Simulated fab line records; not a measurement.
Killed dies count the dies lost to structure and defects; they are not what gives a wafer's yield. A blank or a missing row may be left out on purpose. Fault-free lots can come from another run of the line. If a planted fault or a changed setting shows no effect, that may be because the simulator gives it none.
Which of the tools did it? -- flow n5Finfet -- 12 lots, 36 wafers sampled, at 2 steps of a route of 1938

## WHAT EACH GAUGE READ, for each wafer
N5_BEOL_M1_OVL_MEAS_12.
lot,measured,on,M1_OVL (nm)
L076,day 7 13:14,overlay-01,-1.4 -0.8 -0.2
L077,day 7 15:49,overlay-01,-0.1 -0.9 -1.2
L079,day 7 22:08,overlay-01,-1.3 0.3 0.3
L081,day 8 06:36,overlay-02,-1.2 -0.4 0.2
L083,day 8 15:40,overlay-02,-0.6 0.6 0.5
L085,day 9 09:30,overlay-02,0.2 0.5 -1.0
L087,day 9 18:49,overlay-02,-1.0 -1.5 -0.5
L089,day 10 06:59,overlay-02,-1.2 0.0 0.8
L091,day 10 18:02,overlay-02,0.4 0.1 -0.4
L093,day 11 09:22,overlay-01,-1.1 -1.0 -1.1
L097,day 11 21:03,overlay-01,0.7 -0.7 -1.4
L094,day 12 06:48,overlay-02,0.6 -0.7 0.5

## WHAT TOOL EACH LOT RAN ON (gives the tool, then ch and the chambers of the sampled wafers, and finally the start)
lot,N5_BEOL_M0_ANNEAL_119
L076,"rtpAnneal-02 ch 0, day 7 11:25"
L077,"rtpAnneal-01 ch 0, day 7 12:45"
L079,"rtpAnneal-02 ch 0, day 7 20:28"
L081,"rtpAnneal-01 ch 0, day 8 03:52"
L083,"rtpAnneal-01 ch 0, day 8 14:06"
L085,"rtpAnneal-01 ch 0, day 9 06:55"
L087,"rtpAnneal-01 ch 0, day 9 16:47"
L089,"rtpAnneal-02 ch 0, day 10 05:23"
L091,"rtpAnneal-02 ch 0, day 10 14:58"
L093,"rtpAnneal-02 ch 0, day 11 06:35"
L097,"rtpAnneal-01 ch 0, day 11 18:51"
L094,"rtpAnneal-01 ch 0, day 12 04:29"
- N5_BEOL_M0_ANNEAL_119: time 90 s.

## THE ANSWER, worked out from the rows above alone
Rule: what is usual is taken from the lots themselves. Put in order of their means at a reading, lots are off if they are a third of the lots or fewer, leave a main group of 4 or more, and stand apart from it by a gap of 3 or more times the standard deviation of the main group's means; of several such gaps the widest counts. If all means in a main group match to the digits the tables above print for the reading, that group is not used. Also off: a lot with no number at a reading for which 4 or more lots have one. Any other lot the step has rows for is counted as sound.
No lot is off at any reading shown: from this, nothing can be told.

## WHAT THE SIMULATOR HAD INSERTED
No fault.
